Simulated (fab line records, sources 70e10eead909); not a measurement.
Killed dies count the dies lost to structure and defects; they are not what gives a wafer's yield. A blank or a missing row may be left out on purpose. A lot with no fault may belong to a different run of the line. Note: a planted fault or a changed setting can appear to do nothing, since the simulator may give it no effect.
Matching of chambers :: flow nand harc :: 4 sister chambers for NHARC_A_CHANNEL_FILL_D1_ETCHBACK_20 on rie diel-05
The step etches the open film in C4F8/O2/Ar, target depth 27 nm, time 13.5 s. 8 wafers are shown with their chamber, then 8 later ones without.

WAFERS, EACH WITH ITS CHAMBER
wafer: L078.3
chamber: 2
rf vpp V (V): 972
oes product au (a.u.): 0.99

wafer: L079.5
chamber: 1
rf vpp V (V): 973
oes product au (a.u.): 0.91

wafer: L083.1
chamber: 0
rf vpp V (V): 970
oes product au (a.u.): 1.00

wafer: L083.2
chamber: 2
rf vpp V (V): 971
oes product au (a.u.): 1.01

wafer: L083.6
chamber: 0
rf vpp V (V): 970
oes product au (a.u.): 1.01

wafer: L086.4
chamber: 1
rf vpp V (V): 973
oes product au (a.u.): 0.94

wafer: L086.6
chamber: 3
rf vpp V (V): 988
oes product au (a.u.): 0.94

wafer: L088.2
chamber: 3
rf vpp V (V): 988
oes product au (a.u.): 0.91

WAFERS WITHOUT THEIR CHAMBER
wafer: L088.4
rf vpp V (V): 971
oes product au (a.u.): 0.92

wafer: L088.5
rf vpp V (V): 969
oes product au (a.u.): 0.93

wafer: L092.1
rf vpp V (V): 971
oes product au (a.u.): 0.92

wafer: L092.3
rf vpp V (V): 987
oes product au (a.u.): 0.91

wafer: L092.6
rf vpp V (V): 970
oes product au (a.u.): 0.93

wafer: L095.1
rf vpp V (V): 969
oes product au (a.u.): 1.00

wafer: L095.3
rf vpp V (V): 970
oes product au (a.u.): 1.00

wafer: L095.5
rf vpp V (V): 990
oes product au (a.u.): 1.00

EACH ONE'S CHAMBER
wafer: L088.4
from the rows above: can't be placed: 2 or 1 or 0
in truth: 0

wafer: L088.5
from the rows above: 0
in truth: 0

wafer: L092.1
from the rows above: can't be placed: 2 or 1 or 0
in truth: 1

wafer: L092.3
from the rows above: 3
in truth: 3

wafer: L092.6
from the rows above: can't be placed: 0 or 2
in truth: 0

wafer: L095.1
from the rows above: 0
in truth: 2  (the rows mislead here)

wafer: L095.3
from the rows above: 0
in truth: 0

wafer: L095.5
from the rows above: 3
in truth: 3
Correct placement for 4 of the 8. These rows do not allow placing 3 (true chamber among the candidates in 3). Placed wrongly: 1.
How it was worked out, from the rows above alone: a wafer's distance from a chamber is the root of the sum, over the readings, of the square of ((its reading less the chamber's mean) divided by the reading's scatter). If the next closest chamber is less than 2 further off than the closest, the wafer can't be placed; otherwise it belongs to the closest. For every chamber, the mean is computed from those of its wafers that are shown. How the scatter is found: for the shown wafers, subtract from each reading the mean of its chamber, square and add these, divide the total by (wafers less chambers), then take the root.
